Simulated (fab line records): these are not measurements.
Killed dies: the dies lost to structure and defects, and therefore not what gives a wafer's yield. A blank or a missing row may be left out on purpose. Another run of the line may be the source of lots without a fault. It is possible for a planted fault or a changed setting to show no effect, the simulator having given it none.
fab line records	flow nand_harc	part 2 of 2: steps 30 to 35 of 35
record lots=5	wafers=15	last_day=32
route steps=1302 shown A_STAIRCASE@872 A_SGD_CUT@890
lots untouched by any fault: they come from a run of this same line in which no faults occurred
start_h: the number of hours between the record's first day and the start of the first shown wafer of the lot	wait_h: hours elapsed since this lot's preceding step	" repeats the value in the row above	L1.1+2: a row that stands for several wafers	- no value present, or no start provided	* or withheld: withheld	< > ~ a bound
route shown NAME@n: NAME is a module with steps in the file, n the number in the route of the first one	usual: mean and standard deviation over wafers with no fault	same: alike in all rows	chamber/n: place in a boat	sites: each site's reading	_std_site: the values' standard deviation	_edge_site: outer sites' mean less inner sites'	radius_mm: how far each site lies from the wafer's centre	mask NAME#n: copy n	behind: the tool/chamber that last shaped the wafer	hold: cause of the lot's hold/its duration in hours/its outcome	device: names the non-switching transistor (n, p or np)	end of line: at the end of the route, the tests of the same wafers	a step with no rows: only its recipe	killed: the dies lost at the first sort to structure and to defects; this is not the yield of the wafer	map: shows each die of a wafer: x if killed, . if not, _ if none is there
set.NAME: setting as actually run; set.NAME@STEP: the setting as run at that earlier step	model.NAME: the simulator's own value behind a step, which no gauge read
certain route steps with their lots: each step a table, each wafer a row
services: a tool's chamber out of use, with start hour (start_h, from the record's first day; less than 0 if before it), hours out, and reason
## steps
# step NHARC_A_SGD_CUT_INSPECT_11
# usual raw_defect_count=58/28
lot.wafer	tool	chamber	start_h	wait_h	raw_defect_count
L074.1	defect_inspect-01	-	446.14	0.0	16
L074.5	"	-	"	"	13
L074.6	"	-	"	"	15
L084.2	defect_inspect-01	-	537.63	0.0	83
L084.4	"	-	"	"	82
L084.5	"	-	"	"	84
L087.1	defect_inspect-02	-	561.50	0.0	91
L087.5	"	-	"	"	92
L087.6	"	-	"	"	88
L096.2	defect_inspect-01	-	641.25	0.0	50
L096.4	"	-	"	"	31
L096.5	"	-	"	"	36
L095.1	defect_inspect-02	-	644.37	0.0	20
L095.2	"	-	"	"	32
L095.3	"	-	"	"	18
# step NHARC_A_SGD_CUT_DESCUM_14
# recipe time_s=3	o2_flow_sccm=200	ar_flow_sccm=0	bias_power_w=0	chemistry=O2
# usual drypump_motor_current_A=5.8/0.47	oes_product_au=1.000/0.011	rf_vpp_V=57.7/0.82	showerhead_plenum_p_Torr=1.91/0.079	throttle_valve_pct=11.310/0.0091
lot.wafer	tool	chamber	start_h	wait_h	drypump_motor_current_A	oes_product_au	rf_hours_counter_h	rf_vpp_V	showerhead_plenum_p_Torr	throttle_valve_pct
L074.1	rie_diel-06	0	446.22	0.1	6.1	1.003	7.1	56.9	1.99	11.318
L074.6	"	2	"	"	6.2	0.998	-	56.8	1.79	11.304
L074.5	"	3	"	"	5.3	0.997	-	58.0	1.90	11.310
L084.2	rie_diel-07	2	537.69	0.1	5.6	1.002	5.2	56.2	1.84	11.297
L084.4	"	0	"	"	6.0	1.023	5.4	57.4	1.83	11.314
L084.5	"	3	"	"	6.5	1.002	-	57.3	2.04	11.316
L087.1	rie_diel-07	0	561.59	0.1	6.0	1.007	7.2	56.9	1.83	11.310
L087.6	"	1	"	"	5.3	1.004	-	58.0	1.83	11.305
L087.5	"	2	"	"	5.6	0.993	-	57.1	1.84	11.304
L096.4	rie_diel-06	0	641.32	0.1	6.2	0.995	8.0	58.4	1.98	11.326
L096.2	"	2	"	"	6.1	0.981	6.3	57.2	1.79	11.325
L096.5	"	0	"	"	6.1	1.006	-	57.0	1.98	11.297
L095.2	rie_diel-04	0	644.43	0.1	4.9	1.012	7.8	59.6	1.97	11.321
L095.1	"	1	"	"	5.7	1.000	7.6	57.1	1.97	11.320
L095.3	"	3	"	"	6.5	0.988	7.8	56.5	1.83	11.308
# step NHARC_A_SGD_CUT_ETCH_58
# recipe target_depth_a=390	over_etch_frac=0.3	time_s=65	ion_energy_ev=80	cf4_flow_sccm=150	ar_flow_sccm=0	rf_w=300	bias_w=100	chemistry=CF4
# usual drypump_motor_current_A=5.8/0.45	oes_product_au=0.999/0.0096	rf_vpp_V=151.2/1.2	showerhead_plenum_p_Torr=1.77/0.068	throttle_valve_pct=13.284/0.0094
lot.wafer	tool	chamber	start_h	wait_h	drypump_motor_current_A	oes_product_au	rf_hours_counter_h	rf_vpp_V	showerhead_plenum_p_Torr	throttle_valve_pct
L074.1	rie_diel-06	1	446.29	0.1	5.8	1.011	6.8	150.1	1.83	13.289
L074.5	"	1	"	"	5.9	1.012	-	151.7	1.83	13.285
L074.6	"	2	"	"	6.2	0.995	-	149.8	1.67	13.272
L084.2	rie_diel-07	0	537.77	0.1	6.0	1.000	5.5	150.6	1.70	13.284
L084.4	"	2	"	"	5.5	0.987	5.3	150.1	1.71	13.284
L084.5	"	1	"	"	5.3	0.996	-	151.2	1.70	13.268
L087.1	rie_diel-07	1	561.65	0.1	5.3	0.999	7.9	149.8	1.70	13.265
L087.5	"	0	"	"	6.0	0.998	-	149.8	1.70	13.272
L087.6	"	1	"	"	5.3	1.012	-	151.1	1.70	13.281
L096.2	rie_diel-06	1	641.39	0.1	5.8	0.988	7.5	152.8	1.83	13.283
L096.4	"	3	"	"	5.3	1.007	7.9	150.6	1.75	13.284
L096.5	"	1	"	"	5.8	0.989	-	150.5	1.83	13.288
L095.3	rie_diel-04	0	644.52	0.1	4.9	1.015	7.8	152.2	1.82	13.276
L095.2	"	1	"	"	5.7	1.014	7.6	151.6	1.82	13.291
L095.1	"	2	"	"	5.5	0.993	6.6	150.9	1.75	13.275
# step NHARC_A_SGD_CUT_ETCH_59
# recipe target_depth_a=2600	over_etch_frac=0.25	time_s=406.25	ion_energy_ev=200	n2_flow_sccm=150	h2_flow_sccm=150	ar_flow_sccm=0	rf_w=400	bias_w=150	chemistry=N2/H2
# usual drypump_motor_current_A=5.8/0.45	oes_product_au=1.000/0.011	rf_vpp_V=430.2/2.6	showerhead_plenum_p_Torr=2.03/0.084	throttle_valve_pct=14.172/0.0098
lot.wafer	tool	chamber	start_h	wait_h	drypump_motor_current_A	oes_product_au	rf_hours_counter_h	rf_vpp_V	showerhead_plenum_p_Torr	throttle_valve_pct
L074.1	rie_diel-06	1	-	-	5.9	1.018	6.9	433.0	2.12	14.177
L074.5	"	0	"	"	6.1	0.999	-	432.5	2.12	14.160
L074.6	"	1	"	"	5.9	1.022	-	431.8	2.12	14.162
L084.4	rie_diel-07	2	-	-	5.6	0.982	5.3	428.2	1.96	14.167
L084.2	"	3	"	"	6.5	0.991	4.1	433.4	2.18	14.182
L084.5	"	1	"	"	5.3	0.998	-	428.2	1.95	14.180
L087.1	rie_diel-07	1	-	-	5.3	1.015	8.0	426.5	1.95	14.164
L087.5	"	2	"	"	5.6	0.984	-	428.4	1.96	14.151
L087.6	"	3	"	"	6.5	0.994	-	433.7	2.18	14.155
L096.2	rie_diel-06	0	-	-	6.2	1.006	8.0	433.0	2.11	14.191
L096.4	"	1	"	"	5.9	0.995	7.6	432.6	2.12	14.163
L096.5	"	0	"	"	6.2	1.001	-	432.2	2.11	14.170
L095.1	rie_diel-04	1	-	-	5.7	1.006	7.7	432.5	2.10	14.176
L095.3	"	2	"	"	5.5	1.001	6.7	429.3	2.01	14.182
L095.2	"	3	"	"	6.5	1.003	7.9	429.3	1.95	14.172
# step NHARC_A_SGD_CUT_ETCH_15
# recipe target_depth_a=750	time_s=64.3	ch3f_flow_sccm=50	o2_flow_sccm=30	ar_flow_sccm=200	rf_w=500	bias_w=100	chemistry=CH3F/O2
# usual ch3f_flow_sccm=49.99/0.16	drypump_motor_current_A=5.8/0.45	oes_product_au=0.958/0.017	rf_vpp_V=263.7/1.6	showerhead_plenum_p_Torr=2.45/0.097	throttle_valve_pct=20.663/0.009
lot.wafer	tool	chamber	start_h	wait_h	ch3f_flow_sccm	drypump_motor_current_A	oes_product_au	rf_hours_counter_h	rf_vpp_V	showerhead_plenum_p_Torr	throttle_valve_pct
L074.1	rie_diel-06	3	-	-	49.82	5.3	0.958	6.4	263.3	2.44	20.668
L074.5	"	3	"	"	49.71	5.3	0.958	-	264.4	2.44	20.657
L074.6	"	0	"	"	50.14	6.2	0.974	-	263.5	2.55	20.652
L084.2	rie_diel-07	2	-	-	50.22	5.6	0.955	5.5	262.5	2.37	20.664
L084.4	"	0	"	"	50.01	6.0	0.973	5.6	262.6	2.36	20.660
L084.5	"	2	"	"	49.96	5.6	0.951	-	262.8	2.37	20.659
L087.1	rie_diel-07	1	-	-	49.84	5.4	0.964	8.0	263.2	2.35	20.661
L087.5	"	2	"	"	49.66	5.6	0.945	-	261.9	2.37	20.648
L087.6	"	3	"	"	49.91	6.4	0.961	-	265.9	2.62	20.674
L096.4	rie_diel-06	0	-	-	49.57	6.1	0.926	8.2	265.6	2.54	20.671
L096.2	"	1	"	"	50.04	5.9	0.918	7.8	264.7	2.54	20.676
L096.5	"	2	"	"	50.10	6.1	0.913	-	262.4	2.31	20.650
L095.3	rie_diel-04	0	-	-	50.06	4.9	0.965	8.1	264.9	2.53	20.656
L095.2	"	1	"	"	50.00	5.7	0.954	7.9	265.8	2.53	20.661
L095.1	"	2	"	"	50.03	5.5	0.969	6.8	262.9	2.43	20.655
# step NHARC_A_SGD_CUT_ETCH_16
# recipe target_depth_a=3105	time_s=155.2	c4f8_flow_sccm=withheld	o2_flow_sccm=8	ar_flow_sccm=withheld	rf_w=600	bias_w=800	chemistry=C4F8/O2/Ar
# usual oes_product_au=0.970/0.016	rf_vpp_V=723/4
lot.wafer	tool	chamber	start_h	wait_h	oes_product_au	rf_hours_counter_h	rf_vpp_V
L074.1	rie_diel-06	3	-	-	0.966	6.4	723
L074.6	"	3	"	"	0.957	-	721
L074.5	"	0	"	"	0.986	-	726
L084.4	rie_diel-07	0	-	-	0.979	5.6	720
L084.2	"	3	"	"	0.963	4.1	728
L084.5	"	0	"	"	0.985	-	719
L087.1	rie_diel-07	1	-	-	0.978	8.1	719
L087.6	"	2	"	"	0.966	-	720
L087.5	"	3	"	"	0.977	-	729
L096.4	rie_diel-06	3	-	-	0.964	8.1	723
L096.2	"	2	"	"	0.932	6.5	717
L096.5	"	0	"	"	0.939	-	726
L095.2	rie_diel-04	1	-	-	0.977	7.9	726
L095.3	"	2	"	"	0.965	6.8	723
L095.1	"	3	"	"	0.987	8.0	720
## services
tool	chamber	start_h	hours	kind
wet_bench-02	-	420.03	8.0	pm
rie_diel-02	0	424.08	12.3	repair
rie_diel-07	1	426.85	8.7	repair
cmp-02	-	429.51	4.0	pm
wet_bench-06	-	441.75	2.3	repair
rie_diel-12	-	445.82	9.0	pm
rie_diel-12	1	469.74	9.5	repair
rie_diel-07	-	471.33	9.0	pm
rie_diel-06	0	477.52	9.9	repair
rie_diel-06	-	484.30	9.0	pm
rie_diel-07	3	505.70	5.4	repair
rie_diel-06	1	508.21	3.5	repair
wet_bench-07	-	512.00	8.0	pm
cmp-02	-	527.51	4.0	pm
litho_track-06	-	529.00	7.0	pm
wet_bench-06	-	545.75	8.0	pm
rie_diel-06	2	546.35	15.5	repair
litho_track-04	-	553.00	7.0	pm
cmp-02	-	559.50	0.4	repair
wet_bench-02	-	572.71	0.7	repair
rie_diel-07	2	581.58	6.3	repair
wet_bench-02	-	596.03	8.0	pm
rie_diel-12	-	625.42	9.0	pm
cmp-02	-	625.51	4.0	pm
